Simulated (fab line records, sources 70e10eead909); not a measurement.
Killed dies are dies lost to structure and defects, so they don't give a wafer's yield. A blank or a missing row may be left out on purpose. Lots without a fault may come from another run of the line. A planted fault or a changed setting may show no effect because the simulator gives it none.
Which tool did it? | flow nand_harc | 11 lots, 33 wafers sampled, at 5 steps of a route of 1159

WHAT THE GAUGES READ, wafer by wafer
NHARC_END_SORT_01.
lot  | measured     | on        | killed_at_array
L545 | day 22 05:53 | prober-02 | 35 35 38

WHICH TOOL RAN EACH LOT (tool, then ch and the chambers of the sampled wafers, then the start)
lot  | NHARC_A_SLIT_ETCH_24               | NHARC_A_SLIT_ETCH_15                          | NHARC_A_WL_FILL_ETCHBACK_04       | NHARC_A_WL_FILL_ETCHBACK_17
L540 | rie_diel-11 ch 1,2,3, day 14 14:28 | rie_diel-11 ch 0,2, day 15 11:39 or earlier   | rie_metal-03 ch 0,1, day 15 11:39 | rie_metal-03 ch 0,1, day 15 22:40
L541 | rie_diel-03 ch 1,2,3, day 14 14:52 | rie_diel-03 ch 0,1,3, day 15 14:25 or earlier | rie_metal-01 ch 0,1, day 15 14:25 | rie_metal-01 ch 0,1, day 15 22:34
L544 | rie_diel-03 ch 0,2,3, day 14 23:29 | rie_diel-03 ch 0,1,2, day 15 17:25 or earlier | rie_metal-03 ch 0,1, day 15 17:25 | rie_metal-02 ch 0,1, day 16 05:53
L543 | rie_diel-12 ch 0,2, day 15 00:46   | rie_diel-12 ch 2,3, day 15 17:40 or earlier   | rie_metal-01 ch 0,1, day 15 17:40 | rie_metal-01 ch 0,1, day 16 03:54
L546 | rie_diel-03 ch 2,3, day 16 11:45   | rie_diel-03 ch 2,3, day 17 02:52 or earlier   | rie_metal-01 ch 0,1, day 17 02:52 | rie_metal-03 ch 0,1, day 17 13:57
L545 | rie_diel-03 ch 0,2,3, day 16 21:15 | rie_diel-03 ch 0,1,2, day 17 19:12 or earlier | rie_metal-03 ch 0,1, day 17 19:12 | rie_metal-01 ch 0,1, day 18 03:04
L553 | rie_diel-11 ch 0,3, day 17 03:40   | rie_diel-11 ch 0,1,3, day 17 22:02 or earlier | rie_metal-02 ch 0,1, day 17 22:02 | rie_metal-03 ch 0,1, day 18 10:10
L550 | rie_diel-03 ch 0,1,2, day 17 03:53 | rie_diel-03 ch 0,1, day 17 20:56 or earlier   | rie_metal-01 ch 0,1, day 17 20:56 | rie_metal-01 ch 0,1, day 18 12:25
L559 | rie_diel-03 ch 1,2, day 19 08:50   | rie_diel-03 ch 0,3, day 20 07:24 or earlier   | rie_metal-03 ch 0, day 20 07:24   | rie_metal-02 ch 0,1, day 20 19:46
L560 | rie_diel-11 ch 0,3, day 19 15:18   | rie_diel-11 ch 0,1,3, day 20 10:51 or earlier | rie_metal-01 ch 0,1, day 20 10:51 | rie_metal-01 ch 0,1, day 20 19:45
L561 | rie_diel-03 ch 0,1,3, day 19 21:01 | rie_diel-03 ch 0,1,3, day 20 15:29 or earlier | rie_metal-02 ch 0,1, day 20 15:29 | rie_metal-01 ch 0,1, day 21 02:02
- NHARC_A_SLIT_ETCH_24: etches the open film in CF4/CHF3, target depth 121 nm, time 60.5 s.
- NHARC_A_SLIT_ETCH_15: etches the open film in O2/COS, target depth 3200 nm, time 832 s.
- NHARC_A_WL_FILL_ETCHBACK_04: etches the open film in NF3, target depth 60 nm, time 120 s.
- NHARC_A_WL_FILL_ETCHBACK_17: etches the open film in Cl2/BCl3, target depth 4 nm, time 26.7 s.

THE ANSWER, worked out from the rows above alone
Rule: what is usual is taken from the lots themselves. Put in order of their means at a reading, lots are off if they are a third of the lots or fewer, leave a main group of 4 or more, and stand apart from it by a gap of 3 or more times the standard deviation of the main group's means; of several such gaps the widest counts. A main group whose means are all the same, to the digits that the tables above print for the reading, isn't used. A lot without any number at a reading at which 4 lots or more have one is off too. The other lots that the step has rows for count as sound.
No lot is off at any reading shown: from this, nothing can be told.

WHAT THE SIMULATOR HAD PUT IN
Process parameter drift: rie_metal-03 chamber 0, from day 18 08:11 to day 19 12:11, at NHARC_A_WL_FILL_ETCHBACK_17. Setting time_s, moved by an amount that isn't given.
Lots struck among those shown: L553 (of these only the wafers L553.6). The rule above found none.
